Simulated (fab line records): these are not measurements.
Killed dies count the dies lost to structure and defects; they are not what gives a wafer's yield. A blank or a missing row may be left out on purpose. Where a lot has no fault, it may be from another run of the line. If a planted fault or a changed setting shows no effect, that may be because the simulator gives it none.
Matching of chambers | flow n5 finfet | N5_BEOL_M2_ALD_84 on ald metal-01: 4 sister chambers
The step deposits TaN, pulse time 2 s, purge time 3 s, co reactant purge time 2 s. 8 wafers are shown with their chamber, then 10 later ones without.

## EACH WAFER AND ITS CHAMBER
wafer  | chamber | heater power w (W)
L082.5 | 3       | 426
L084.4 | 3       | 411
L084.5 | 2       | 370
L086.1 | 1       | 365
L086.3 | 0       | 415
L086.5 | 0       | 404
L087.1 | 1       | 372
L087.3 | 2       | 371

## WAFERS WHOSE CHAMBER IS MISSING
wafer  | heater power w (W)
L087.6 | 400
L090.1 | 365
L090.3 | 368
L090.5 | 360
L095.1 | 407
L095.4 | 371
L095.5 | 417
L096.1 | 361
L096.2 | 411
L096.5 | 423

## WHICH CHAMBER EACH ONE RAN IN
wafer  | from the rows above     | in truth
L087.6 | can't be placed: 0 or 3 | 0
L090.1 | can't be placed: 1 or 2 | 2
L090.3 | can't be placed: 1 or 2 | 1
L090.5 | can't be placed: 1 or 2 | 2
L095.1 | can't be placed: 0 or 3 | 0
L095.4 | can't be placed: 2 or 1 | 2
L095.5 | can't be placed: 3 or 0 | 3
L096.1 | can't be placed: 1 or 2 | 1
L096.2 | can't be placed: 0 or 3 | 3
L096.5 | can't be placed: 3 or 0 | 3
0 of 10 placed correctly. Cannot be placed on the basis of these rows: 10; the candidates contain the true chamber in 10. Placed wrongly: 0.
How it was worked out, from the rows above alone: a wafer's distance from a chamber is the root of the sum, over the readings, of the square of ((its reading less the chamber's mean) divided by the reading's scatter). If the next closest chamber is less than 2 further off than the closest, the wafer can't be placed; otherwise it belongs to the closest. Each chamber's mean is taken over the wafers shown for it. The scatter is the square root of a quotient: the sum, over the shown wafers, of each reading's squared deviation from its chamber's mean, divided by wafers minus chambers.
